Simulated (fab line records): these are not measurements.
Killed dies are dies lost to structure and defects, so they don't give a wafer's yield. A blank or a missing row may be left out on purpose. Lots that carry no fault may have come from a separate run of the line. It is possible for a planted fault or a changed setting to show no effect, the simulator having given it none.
The same fault as seen by 2 desks || flow nand harc || only its own numbers are on each desk; what lay behind them is given at the end

## AT THE METROLOGY DESK
Means of the sampled wafers that have a number, per lot and without regard to the tool the lot ran on: this is what the gauges read. Marked OUT: a lot whose mean sits more than 4 standard deviations from the usual mean, which makes it out of limits; the brackets give that distance.
Columns: A = cd nm at NHARC_THIN_TSV_CD_MEAS_37, usual 5000 nm
{"lot": "L359", "first seen here": "day 19 08:16", "A": 4996}
{"lot": "L360", "first seen here": "day 19 09:17", "A": 5002}
{"lot": "L364", "first seen here": "day 20 12:10", "A": 5005}
{"lot": "L366", "first seen here": "day 20 20:01", "A": 5000}
{"lot": "L363", "first seen here": "day 20 21:33", "A": 5007}
{"lot": "L365", "first seen here": "day 20 22:59", "A": 5000}
{"lot": "L368", "first seen here": "day 21 04:28", "A": 4995}
{"lot": "L371", "first seen here": "day 21 20:11", "A": 4997}
{"lot": "L369", "first seen here": "day 21 21:44", "A": 5001}
{"lot": "L370", "first seen here": "day 21 23:04", "A": 5000}
{"lot": "L372", "first seen here": "day 22 01:16", "A": 4999}
{"lot": "L377", "first seen here": "day 23 14:59", "A": 5006}
{"lot": "L381", "first seen here": "day 23 21:38", "A": 5001}
This desk's verdict: no lot among the 13 shows anything out of limits.

## THE TOOL OWNER'S DESK: rie diel-04
The tool's own readings at NHARC_A_SGD_CUT_ETCH_16 (etches the open film in C4F8/O2/Ar, target depth 310.5 nm, time 155.2 s): means of the sampled wafers that have a number, for each lot that ran on this tool. Marked OUT: a lot whose mean sits more than 4 standard deviations from the usual mean, which makes it out of limits; the brackets give that distance.
Columns: A = bias w at NHARC_A_SGD_CUT_ETCH_16, usual 799.4 W; B = oes product au at NHARC_A_SGD_CUT_ETCH_16, usual 0.971 a.u.; C = rf vpp V at NHARC_A_SGD_CUT_ETCH_16, usual 723 V
{"lot": "L359", "first seen here": "day 14 00:29", "A": 797.8, "B": 0.986, "C": 724}
{"lot": "L363", "first seen here": "day 15 07:38", "A": 799.4, "B": 0.972, "C": 722}
{"lot": "L371", "first seen here": "day 16 19:59", "A": 796.8, "B": 0.978, "C": 723}
{"lot": "L377", "first seen here": "day 18 17:52", "A": 799.0, "B": 0.950, "C": 722}
{"lot": "L381", "first seen here": "day 19 07:43", "A": 800.2, "B": 0.962, "C": 722}
This desk's verdict: no lot among the 5 shows anything out of limits.

## PUT TOGETHER
From the metrology desk's view, nothing was out of limits.
The tool owner's desk saw nothing out of limits.

## WHAT THE SIMULATOR HAD INSERTED
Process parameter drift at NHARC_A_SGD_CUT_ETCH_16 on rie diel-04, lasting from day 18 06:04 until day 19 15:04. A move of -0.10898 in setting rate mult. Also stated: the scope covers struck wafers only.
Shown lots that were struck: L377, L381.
